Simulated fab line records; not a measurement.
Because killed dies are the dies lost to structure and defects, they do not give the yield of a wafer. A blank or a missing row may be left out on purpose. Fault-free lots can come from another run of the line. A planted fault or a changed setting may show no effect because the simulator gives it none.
fab line records | flow nand_harc
record: lots: 12 | wafers: 36 | last_day: 32
route steps=1302 shown A_STAIRCASE@811 END@1302
lots with no fault: from the same line, run without faults
start_h: hours from the record's opening day to when the first of the lot's shown wafers began | wait_h: hours from the lot's prior step to this one | " identical to the entry in the row above | L1.1+2: one row covering several wafers at once | - no value present, or no start provided | * or withheld: withheld | < > ~ a bound
route shown NAME@n: a module of which the file shows steps, and the number in the route of the first | usual: average and standard deviation across the fault-free wafers | same: alike in all rows | chamber/n: place in a boat | sites: the reading at each site | _std_site: the values' standard deviation | _edge_site: the outer-site mean with the inner-site mean subtracted | radius_mm: how far each site lies from the wafer's centre | mask NAME#n: copy n | behind: the most recent tool/chamber to have shaped the wafer | hold: cause of the lot's hold/its duration in hours/its outcome | device: the n, p or np transistor that did not switch | end of line: tests run on the same wafers once the route is complete | a step with no rows: only its recipe | killed: count of dies lost to structure and defects at first sort (not the wafer's yield) | map: the dies of a wafer, with x for killed, . for not killed, _ for no die there
set.NAME: setting as actually run; set.NAME@STEP: the setting as run at that earlier step | model.NAME: the simulator's own value behind a step, which no gauge read
route steps across a sampled set of lots; one table per step, one row per wafer
services: when a tool's chamber went out of use (start_h, in hours from the record's first day, below 0 if earlier), for how many hours, and the reason
== steps ==
step: NHARC_A_STAIRCASE_ETCH_452
recipe: target_depth_a: 300 | overetch_a: 30 | time_s: 16.5 | ion_energy_ev: 100 | cf4_flow_sccm: 80 | o2_flow_sccm: 20 | ar_flow_sccm: 0 | rf_w: 300 | bias_w: 100 | chemistry: CF4/O2
usual: drypump_motor_current_A: 5.61/0.29 | mfc_ar_sccm: 0.014/0.014 | oes_product_au: 1.002/0.007 | rf_fwd_power_W: 294.8/1.8 | rf_vpp_V: 197.8/1.5 | showerhead_plenum_p_Torr: 1.34/0.063 | throttle_valve_pct: 13.397/0.0095
lot.wafer | tool        | chamber | start_h | wait_h | drypump_motor_current_A | mfc_ar_sccm | oes_product_au | rf_fwd_power_W | rf_hours_counter_h | rf_vpp_V | showerhead_plenum_p_Torr | throttle_valve_pct
L950.2    | rie_diel-02 | 1       | -       | -      | 5.79                    | 0.031       | 1.008          | 292.4          | 45                 | 199.2    | 1.42                     | 13.379
L950.3    | "           | 3       | "       | "      | 5.21                    | 0.037       | 1.007          | 295.3          | 54                 | 197.4    | 1.37                     | 13.406
L950.5    | "           | 2       | "       | "      | 6.00                    | 0.027       | 1.007          | 296.1          | -                  | 196.8    | 1.30                     | 13.393
L951.1    | rie_diel-11 | 0       | -       | -      | 5.30                    | 0           | 1.006          | 293.3          | 36                 | 196.0    | 1.25                     | 13.400
L951.4    | "           | 1       | "       | "      | 5.77                    | 0           | 1.007          | 294.3          | 39                 | 195.7    | 1.29                     | 13.406
L951.2    | "           | 2       | "       | "      | 5.81                    | 0.030       | 1.012          | 294.6          | 41                 | 197.2    | 1.23                     | 13.407
L957.4    | rie_diel-04 | 3       | -       | -      | 4.96                    | 0.003       | 1.007          | 291.9          | 25                 | 197.5    | 1.31                     | 13.396
L957.1    | "           | 0       | "       | "      | 5.55                    | 0.001       | 1.011          | 295.1          | 25                 | 197.9    | 1.38                     | 13.407
L957.6    | "           | 3       | "       | "      | 4.98                    | 0.003       | 1.007          | 292.7          | -                  | 196.5    | 1.31                     | 13.414
L958.2    | rie_diel-11 | 1       | -       | -      | 5.78                    | 0           | 1.000          | 294.5          | 3                  | 196.3    | 1.29                     | 13.411
L958.1    | "           | 0       | "       | "      | 5.31                    | 0           | 0.999          | 294.7          | 5                  | 195.9    | 1.25                     | 13.401
L958.5    | "           | 1       | "       | "      | 5.74                    | 0           | 1.001          | 294.9          | -                  | 196.1    | 1.29                     | 13.391
L960.2    | rie_diel-04 | 2       | -       | -      | 5.94                    | 0           | 0.989          | 297.4          | 37                 | 197.2    | 1.36                     | 13.391
L960.4    | "           | 1       | "       | "      | 5.71                    | 0.011       | 1.001          | 293.6          | 39                 | 197.6    | 1.37                     | 13.412
L960.6    | "           | 3       | "       | "      | 4.98                    | 0.003       | 0.997          | 293.0          | -                  | 199.2    | 1.31                     | 13.392
L959.4    | rie_diel-11 | 3       | -       | -      | 5.72                    | 0.026       | 1.006          | 296.4          | 13                 | 198.8    | 1.38                     | 13.389
L959.3    | "           | 0       | "       | "      | 5.33                    | 0           | 1.011          | 291.8          | 15                 | 196.6    | 1.24                     | 13.394
L959.6    | "           | 3       | "       | "      | 5.68                    | 0.026       | 1.006          | 296.9          | -                  | 197.5    | 1.38                     | 13.381
L961.4    | rie_diel-02 | 1       | -       | -      | 5.75                    | 0.031       | 0.987          | 291.1          | 32                 | 198.8    | 1.42                     | 13.401
L961.3    | "           | 0       | "       | "      | 5.59                    | 0           | 0.996          | 293.9          | 28                 | 195.5    | 1.24                     | 13.385
L961.6    | "           | 1       | "       | "      | 5.77                    | 0.031       | 0.992          | 292.4          | -                  | 200.9    | 1.42                     | 13.394
L965.4    | rie_diel-02 | 0       | -       | -      | 5.65                    | 0           | 1.009          | 294.2          | 36                 | 195.1    | 1.24                     | 13.390
L965.3    | "           | 1       | "       | "      | 5.75                    | 0.031       | 1.007          | 293.5          | 41                 | 198.0    | 1.41                     | 13.407
L965.1    | "           | 3       | "       | "      | 5.23                    | 0.037       | 1.005          | 296.5          | 37                 | 198.2    | 1.36                     | 13.402
L966.3    | rie_diel-11 | 3       | -       | -      | 5.72                    | 0.026       | 1.012          | 296.3          | 32                 | 198.7    | 1.38                     | 13.389
L966.1    | "           | 0       | "       | "      | 5.33                    | 0           | 0.997          | 294.1          | 36                 | 197.8    | 1.24                     | 13.383
L966.6    | "           | 2       | "       | "      | 5.79                    | 0.030       | 1.001          | 298.5          | -                  | 198.4    | 1.44                     | 13.384
L967.2    | rie_diel-11 | 0       | -       | -      | 5.31                    | 0           | 1.000          | 293.2          | 40                 | 195.8    | 1.24                     | 13.392
L967.4    | "           | 1       | "       | "      | 5.73                    | 0           | 1.012          | 294.8          | 33                 | 194.7    | 1.28                     | 13.397
L967.3    | "           | 2       | "       | "      | 5.81                    | 0.030       | 1.005          | 297.5          | 29                 | 198.7    | 1.44                     | 13.396
L969.3    | rie_diel-02 | 0       | -       | -      | 5.61                    | 0           | 1.005          | 295.1          | 46                 | 195.6    | 1.24                     | 13.404
L969.1    | "           | 2       | "       | "      | 6.00                    | 0.027       | 0.999          | 298.1          | 56                 | 194.9    | 1.28                     | 13.404
L969.5    | "           | 1       | "       | "      | 5.76                    | 0.031       | 0.998          | 292.2          | -                  | 199.3    | 1.41                     | 13.393
L968.3    | rie_diel-04 | 2       | -       | -      | 5.92                    | 0           | 0.989          | 295.6          | 7                  | 199.6    | 1.35                     | 13.383
L968.4    | "           | 0       | "       | "      | 5.62                    | 0.001       | 0.999          | 293.5          | 8                  | 197.1    | 1.37                     | 13.402
L968.6    | "           | 1       | "       | "      | 5.72                    | 0.011       | 0.997          | 295.1          | -                  | 196.1    | 1.36                     | 13.396
step: NHARC_A_STAIRCASE_DEP_301
recipe: target_thk_a: 300 | target_thk_nm: 30 | temp_c: 400 | pressure_torr: 3.5 | flow_sccm: 200 | rf_w: 350 | material: SiON
usual: heater_power_w: 747/82 | rf_fwd_power_W: 348.8/1.1
lot.wafer | tool     | chamber | start_h | wait_h | heater_power_w | rf_fwd_power_W
L950.3    | pecvd-01 | 0       | 380.51  | 1.0    | 672            | 350.4
L950.2    | "        | 2       | "       | "      | 737            | 348.6
L950.5    | "        | 1       | "       | "      | 891            | 349.1
L951.1    | pecvd-02 | 2       | 405.79  | 1.6    | 795            | 348.5
L951.2    | "        | 0       | "       | "      | 719            | 349.1
L951.4    | "        | 1       | "       | "      | 754            | 350.7
L957.1    | pecvd-04 | 0       | 447.54  | 1.6    | 811            | 347.4
L957.6    | "        | 0       | "       | "      | 804            | 347.0
L957.4    | "        | 1       | "       | "      | 799            | 347.0
L958.1    | pecvd-01 | 0       | 460.00  | 1.6    | 662            | 348.2
L958.2    | "        | 1       | "       | "      | 824            | 349.0
L958.5    | "        | 0       | "       | "      | 670            | 350.2
L960.2    | pecvd-02 | 1       | 480.14  | 1.3    | 748            | 349.8
L960.4    | "        | 0       | "       | "      | 590            | 349.7
L960.6    | "        | 1       | "       | "      | 772            | 348.5
L959.3    | pecvd-04 | 0       | 483.67  | 1.0    | 724            | 348.0
L959.4    | "        | 1       | "       | "      | 861            | 349.9
L959.6    | "        | 2       | "       | "      | 736            | 348.4
L961.3    | pecvd-02 | 1       | 495.37  | 0.9    | 694            | 348.5
L961.6    | "        | 2       | "       | "      | 820            | 346.1
L961.4    | "        | 0       | "       | "      | 595            | 349.5
L965.1    | pecvd-04 | 2       | 528.11  | 1.6    | 626            | 348.3
L965.3    | "        | 0       | "       | "      | 694            | 347.4
L965.4    | "        | 0       | "       | "      | 679            | 347.2
L966.3    | pecvd-04 | 1       | 543.25  | 1.0    | 755            | 349.6
L966.1    | "        | 2       | "       | "      | 746            | 348.0
L966.6    | "        | 1       | "       | "      | 780            | 349.0
L967.3    | pecvd-02 | 2       | 547.47  | 1.0    | 747            | 348.4
L967.2    | "        | 0       | "       | "      | 593            | 348.3
L967.4    | "        | 2       | "       | "      | 732            | 347.4
L969.3    | pecvd-01 | 0       | 571.03  | 1.0    | 714            | 349.8
L969.1    | "        | 1       | "       | "      | 857            | 347.8
L969.5    | "        | 1       | "       | "      | 841            | 349.5
L968.3    | pecvd-02 | 1       | 571.92  | 1.0    | 682            | 349.5
L968.4    | "        | 2       | "       | "      | 836            | 350.0
L968.6    | "        | 2       | "       | "      | 842            | 349.3
step: NHARC_A_STAIRCASE_ALD_420
recipe: target_thk_a: 200 | pulse_time_s: 6 | ald_cycles: 200 | temp_c: 300 | material: SiO2
usual: ald_cycles: 200/0 | heater_power_outer_w: 272/38 | heater_power_w: 473/54 | precursor_pulse_height_rel: 1.001/0.02 | pulse_time_s: 6/0
lot.wafer | tool      | chamber | start_h | wait_h | ald_cycles | heater_power_outer_w | heater_power_w | precursor_pulse_height_rel | pulse_time_s
L950.2    | ald_hk-01 | 1       | 391.75  | -      | 200        | 235                  | 409            | 0.968                      | 6
L950.3    | "         | 2       | "       | "      | 200        | 249                  | 447            | 0.998                      | 6
L950.5    | "         | 0       | "       | "      | 200        | 353                  | 541            | 0.963                      | 6
L951.4    | ald_hk-01 | 1       | 414.67  | -      | 200        | 228                  | 403            | 0.990                      | 6
L951.2    | "         | 2       | "       | "      | 200        | 252                  | 444            | 0.984                      | 6
L951.1    | "         | 3       | "       | "      | 200        | 233                  | 423            | 1.001                      | 6
L957.1    | ald_hk-03 | 2       | 461.90  | -      | 200        | 258                  | 459            | 0.985                      | 6
L957.4    | "         | 1       | "       | "      | 200        | 227                  | 398            | 1.004                      | 6
L957.6    | "         | 3       | "       | "      | 200        | 330                  | 551            | 0.998                      | 6
L958.1    | ald_hk-03 | 2       | 467.88  | -      | 200        | 272                  | 461            | 0.977                      | 6
L958.2    | "         | 3       | "       | "      | 200        | 315                  | 553            | 1.003                      | 6
L958.5    | "         | 3       | "       | "      | 200        | 328                  | 550            | 1.013                      | 6
L960.2    | ald_hk-01 | 2       | 488.10  | -      | 200        | 268                  | 463            | 1.023                      | 6
L960.4    | "         | 0       | "       | "      | 200        | 323                  | 502            | 1.000                      | 6
L960.6    | "         | 2       | "       | "      | 200        | 261                  | 463            | 0.998                      | 6
L959.4    | ald_hk-01 | 0       | 491.28  | -      | 200        | 321                  | 503            | 1.017                      | 6
L959.3    | "         | 2       | "       | "      | 200        | 268                  | 458            | 0.970                      | 6
L959.6    | "         | 1       | "       | "      | 200        | 223                  | 405            | 0.995                      | 6
L961.4    | ald_hk-03 | 1       | 504.18  | -      | 200        | 231                  | 412            | 1.013                      | 6
L961.3    | "         | 0       | "       | "      | 200        | 289                  | 543            | 1.006                      | 6
L961.6    | "         | 2       | "       | "      | 200        | 259                  | 468            | 1.015                      | 6
L965.3    | ald_hk-03 | 1       | 536.29  | -      | 200        | 227                  | 407            | 1.012                      | 6
L965.4    | "         | 3       | "       | "      | 200        | 333                  | 556            | 0.987                      | 6
L965.1    | "         | 0       | "       | "      | 200        | 295                  | 532            | 0.970                      | 6
L966.1    | ald_hk-03 | 0       | 551.19  | -      | -          | -                    | -              | -                          | -
L966.3    | "         | 2       | "       | "      | -          | -                    | -              | -                          | -
L966.6    | "         | 0       | "       | "      | -          | -                    | -              | -                          | -
L967.2    | ald_hk-01 | 1       | 555.73  | -      | -          | -                    | -              | -                          | -
L967.4    | "         | 2       | "       | "      | -          | -                    | -              | -                          | -
L967.3    | "         | 0       | "       | "      | -          | -                    | -              | -                          | -
L969.3    | ald_hk-01 | 2       | 579.83  | -      | 200        | 264                  | 471            | 1.005                      | 6
L969.1    | "         | 0       | "       | "      | 200        | 323                  | 508            | 0.995                      | 6
L969.5    | "         | 2       | "       | "      | 200        | 268                  | 471            | 0.995                      | 6
L968.4    | ald_hk-02 | 1       | 580.13  | -      | -          | -                    | -              | -                          | -
L968.3    | "         | 2       | "       | "      | -          | -                    | -              | -                          | -
L968.6    | "         | 3       | "       | "      | -          | -                    | -              | -                          | -
step: NHARC_A_STAIRCASE_DEP_325
recipe: target_thk_a: 72000 | temp_c: 400 | target_thk_nm: 7200 | teos_flow_sccm: 200 | rf_w: 500 | material: SiO2
usual: heater_power_w: 650/82 | rf_fwd_power_W: 499.6/1.5
lot.wafer | tool     | chamber | start_h | wait_h | heater_power_w | rf_fwd_power_W
L950.2    | pecvd-04 | 2       | 423.01  | 0.1    | 688            | 498.4
L950.3    | "        | 0       | "       | "      | 669            | 499.1
L950.5    | "        | 2       | "       | "      | 567            | 496.6
L951.2    | pecvd-01 | 0       | 437.98  | 0.1    | 712            | 499.7
L951.1    | "        | 2       | "       | "      | 746            | 497.3
L951.4    | "        | 0       | "       | "      | 599            | 499.9
L957.1    | pecvd-02 | 2       | 484.29  | 0.1    | 658            | 497.8
L957.4    | "        | 2       | "       | "      | 667            | 499.5
L957.6    | "        | 1       | "       | "      | 592            | 500.1
L958.2    | pecvd-04 | 2       | 496.47  | 0.1    | 692            | 500.1
L958.1    | "        | 0       | "       | "      | 692            | 500.6
L958.5    | "        | 0       | "       | "      | 563            | 501.3
L959.3    | pecvd-02 | 0       | 516.84  | 0.1    | 555            | 500.9
L959.4    | "        | 0       | "       | "      | 490            | 499.3
L959.6    | "        | 2       | "       | "      | 651            | 502.4
L960.2    | pecvd-04 | 0       | 516.93  | 0.2    | 638            | 500.4
L960.6    | "        | 2       | "       | "      | 563            | 500.4
L960.4    | "        | 0       | "       | "      | 561            | 499.8
L961.3    | pecvd-04 | 2       | 529.06  | 0.1    | 666            | 498.8
L961.6    | "        | 2       | "       | "      | 575            | 498.0
L961.4    | "        | 0       | "       | "      | 565            | 498.0
L965.3    | pecvd-04 | 2       | 560.37  | 0.3    | 612            | 501.0
L965.1    | "        | 0       | "       | "      | 628            | 499.3
L965.4    | "        | 1       | "       | "      | 710            | 499.7
L966.1    | pecvd-04 | 2       | 576.49  | 0.1    | 689            | 499.6
L966.3    | "        | 0       | "       | "      | 612            | 499.0
L966.6    | "        | 2       | "       | "      | 572            | 499.9
L967.2    | pecvd-01 | 1       | 576.49  | 0.1    | 726            | 502.5
L967.3    | "        | 0       | "       | "      | 738            | 501.4
L967.4    | "        | 1       | "       | "      | 646            | 501.8
L969.1    | pecvd-01 | 1       | 609.12  | 0.1    | 772            | 497.9
L969.3    | "        | 0       | "       | "      | 688            | 499.4
L969.5    | "        | 2       | "       | "      | 621            | 500.4
L968.3    | pecvd-02 | 2       | 609.31  | 0.3    | 724            | 500.3
L968.4    | "        | 0       | "       | "      | 516            | 499.8
L968.6    | "        | 2       | "       | "      | 668            | 499.7
step: NHARC_END_SORT_01
recipe: temp_c: 25
usual: killed_at_array: 62/16 | killed_at_other: 0.8/1.1 | killed_at_periphery: 4/3.2 | killed_dies: 67/16 | killed_open: 3.5/1.9 | killed_short: 2.1/1.5
same: gross_dies: 677
lot.wafer | tool      | chamber | start_h | wait_h | killed_at_array | killed_at_other | killed_at_periphery | killed_dies | killed_open | killed_short
L959.3    | prober-01 | 0       | 673.78  | 3.1    | 63              | 0               | 3                   | 66          | 1           | 3
L959.4    | prober-01 | 0       | 674.58  | 3.4    | 65              | 1               | 3                   | 69          | 3           | 2
L967.2    | prober-02 | 0       | 717.76  | 2.8    | 674             | 1               | 2                   | 677         | 5           | 1
L967.3    | prober-02 | 0       | 718.57  | 3.1    | 674             | 0               | 3                   | 677         | 3           | 3
L967.4    | prober-02 | 0       | 719.38  | 3.4    | 674             | 0               | 3                   | 677         | 6           | 2
L966.1    | prober-01 | 0       | 732.24  | 2.5    | 670             | 0               | 7                   | 677         | 6           | 2
L966.3    | prober-01 | 0       | 733.85  | 3.1    | 672             | 0               | 5                   | 677         | 0           | 0
L966.6    | prober-01 | 0       | 736.26  | 4.0    | 672             | 0               | 5                   | 677         | 3           | 4
L968.3    | prober-01 | 0       | 757.81  | 3.1    | 676             | 0               | 1                   | 677         | 5           | 2
L968.4    | prober-01 | 0       | 758.61  | 3.4    | 675             | 0               | 2                   | 677         | 3           | 3
L968.6    | prober-01 | 0       | 760.21  | 4.0    | 676             | 0               | 1                   | 677         | 4           | 2
killed by level:class
L959.3 A_CHANNEL_HOLE_D1:chamber_film_flake=29 A_CHANNEL_HOLE_D2:chamber_film_flake=23 A_CONTACT:chamber_film_flake=4 A_CHANNEL_FILL_D1:chamber_film_flake=2 A_CHANNEL_FILL_D1:geometric_particle:short=1 A_CHANNEL_HOLE_D2:geometric_particle:short=1 A_CONTACT:geometric_particle:open=1 A_M1:geometric_particle:short=1
L959.4 A_CHANNEL_HOLE_D1:chamber_film_flake=38 A_CHANNEL_HOLE_D2:chamber_film_flake=13 A_CONTACT:chamber_film_flake=6 A_STAIRCASE:chamber_film_flake=2 A_WL_FILL:chamber_film_flake=2 P_CONTACT:geometric_particle:open=1 A_ONON_D1:geometric_particle:short=1 A_CHANNEL_FILL_D1:geometric_particle:open=1
L967.2 A_STAIRCASE:area_ald=594 A_SLIT:chamber_film_flake=32 A_CHANNEL_HOLE_D2:chamber_film_flake=19 A_CHANNEL_HOLE_D1:chamber_film_flake=18 A_CONTACT:chamber_film_flake=4 A_ONON_D2:geometric_particle:open=2 P_M2:geometric_particle:open=1 A_ONON_D1:geometric_particle:short=1
L967.3 A_STAIRCASE:area_ald=593 A_SLIT:chamber_film_flake=36 A_CHANNEL_HOLE_D2:chamber_film_flake=25 A_CHANNEL_HOLE_D1:chamber_film_flake=8 A_WL_FILL:chamber_film_flake=4 P_STI:chamber_film_flake=2 A_CONTACT:chamber_film_flake=2 P_M0:geometric_particle:short=1
L967.4 A_STAIRCASE:area_ald=591 A_SLIT:chamber_film_flake=34 A_CHANNEL_HOLE_D2:chamber_film_flake=21 A_CHANNEL_HOLE_D1:chamber_film_flake=8 A_CONTACT:chamber_film_flake=5 A_WL_FILL:chamber_film_flake=3 A_CHANNEL_FILL_D1:geometric_particle:open=2 A_DECK1_JOINT:chamber_film_flake=2
L966.1 A_STAIRCASE:area_ald=592 A_CHANNEL_HOLE_D1:chamber_film_flake=39 A_SLIT:chamber_film_flake=29 P_CONTACT:chamber_film_flake=3 A_M0:geometric_particle:open=2 P_GATE:chamber_film_flake=2 A_WL_FILL:chamber_film_flake=2 P_CONTACT:geometric_particle:open=1
L966.3 A_STAIRCASE:area_ald=588 A_CHANNEL_HOLE_D1:chamber_film_flake=40 A_SLIT:chamber_film_flake=36 P_CONTACT:chamber_film_flake=4 A_CHANNEL_FILL_D2:chamber_film_flake=2 A_BLC:chamber_film_flake=2 P_ZERO_WELL:chamber_film_flake=1 A_DECK1_JOINT:chamber_film_flake=1
L966.6 A_STAIRCASE:area_ald=578 A_CHANNEL_HOLE_D1:chamber_film_flake=39 A_SLIT:chamber_film_flake=34 A_BLC:chamber_film_flake=5 A_CONTACT:chamber_film_flake=4 P_GATE:chamber_film_flake=3 A_ONON_D2:geometric_particle:open=2 A_WL_FILL:geometric_particle:short=2
L968.3 A_STAIRCASE:area_ald=615 A_CHANNEL_HOLE_D2:chamber_film_flake=27 A_CHANNEL_HOLE_D1:chamber_film_flake=13 A_CONTACT:chamber_film_flake=7 A_SLIT:chamber_film_flake=6 A_ONON_D1:geometric_particle:open=2 A_SOURCE_PLATE:geometric_particle:open=2 A_CHANNEL_HOLE_D2:geometric_particle:short=1
L968.4 A_STAIRCASE:area_ald=615 A_CHANNEL_HOLE_D2:chamber_film_flake=25 A_CHANNEL_HOLE_D1:chamber_film_flake=13 A_CONTACT:chamber_film_flake=8 A_SLIT:chamber_film_flake=6 A_ONON_D2:geometric_particle:short=2 P_STI:chamber_film_flake=2 A_ONON_D1:geometric_particle:open=1
L968.6 A_STAIRCASE:area_ald=616 A_CHANNEL_HOLE_D2:chamber_film_flake=23 A_CHANNEL_HOLE_D1:chamber_film_flake=19 A_CONTACT:chamber_film_flake=4 A_SLIT:chamber_film_flake=3 A_DECK1_JOINT:geometric_particle:open=2 A_STAIRCASE:chamber_film_flake=2 A_CHANNEL_FILL_D1:geometric_particle:open=1
== services ==
tool        | chamber | start_h | hours | kind
rie_diel-04 | -       | 354.90  | 9.0   | pm
pecvd-04    | 0       | 362.24  | 26.8  | repair
pecvd-02    | -       | 388.33  | 2.9   | repair
ald_hk-03   | -       | 390.00  | 10.0  | pm
rie_diel-02 | -       | 393.85  | 9.0   | pm
pecvd-02    | -       | 408.04  | 13.0  | pm
pecvd-01    | -       | 434.87  | 0.8   | repair
rie_diel-11 | -       | 435.05  | 9.0   | pm
pecvd-04    | -       | 451.47  | 13.0  | pm
rie_diel-11 | 3       | 472.03  | 2.5   | repair
ald_hk-01   | -       | 474.00  | 10.0  | pm
rie_diel-11 | 2       | 475.80  | 1.7   | repair
rie_diel-11 | 1       | 479.93  | 1.9   | repair
pecvd-01    | -       | 492.83  | 13.0  | pm
rie_diel-11 | 2       | 499.34  | 4.3   | repair
pecvd-02    | 2       | 503.27  | 3.4   | repair
rie_diel-02 | 0       | 528.43  | 4.4   | repair
rie_diel-04 | -       | 531.90  | 9.0   | pm
rie_diel-02 | 0       | 548.83  | 3.4   | repair
pecvd-02    | 0       | 555.87  | 21.5  | repair
rie_diel-02 | -       | 573.09  | 9.0   | pm
pecvd-02    | -       | 589.04  | 13.0  | pm
pecvd-01    | 0       | 590.07  | 2.0   | repair
rie_diel-11 | 1       | 593.13  | 14.8  | repair
== key ==
first_sign: step: NHARC_A_STAIRCASE_ALD_420 | reading: tool_record | direction: missing
effect: step: NHARC_END_SORT_01 | reading: killed_at_array | direction: up | sigmas: 38 | usual: 62 | struck: 674
more_kills_born_at: NHARC_A_STAIRCASE_ALD_420@ald_hk-02: 1846 | NHARC_A_STAIRCASE_ALD_420@ald_hk-01: 1778 | NHARC_A_STAIRCASE_ALD_420@ald_hk-03: 1758
met_at NHARC_A_STAIRCASE_ALD_420
struck_lots L966,L967,L968
later_rows_left_out L966.1,L966.3,L966.6,L967.2,L967.3,L967.4,L968.3,L968.4,L968.6
tester_left_out L966,L967,L968
not_acting_at NHARC_A_STAIRCASE_ETCH_452,NHARC_A_STAIRCASE_DEP_301,NHARC_A_STAIRCASE_DEP_325
onset_between 536.29 551.19
fault: kind: skipped_step_whole | tool: ald_hk-01,ald_hk-02,ald_hk-03 | chamber: - | onset_h: 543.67 | steps: NHARC_A_STAIRCASE_ALD_420 | scope: struck_lots_only
tester_left_out: of these lots the tester's yield and bins aren't shown, on N5 and GAA mostly nor the transistor test; their killed dies are dies lost to structure and defects alone, not to doping, threshold or leakage, so they don't give the yield
later_rows_left_out: the simulator's readings of these wafers behind a module that went badly wrong aren't trusted and aren't shown, but for the sort
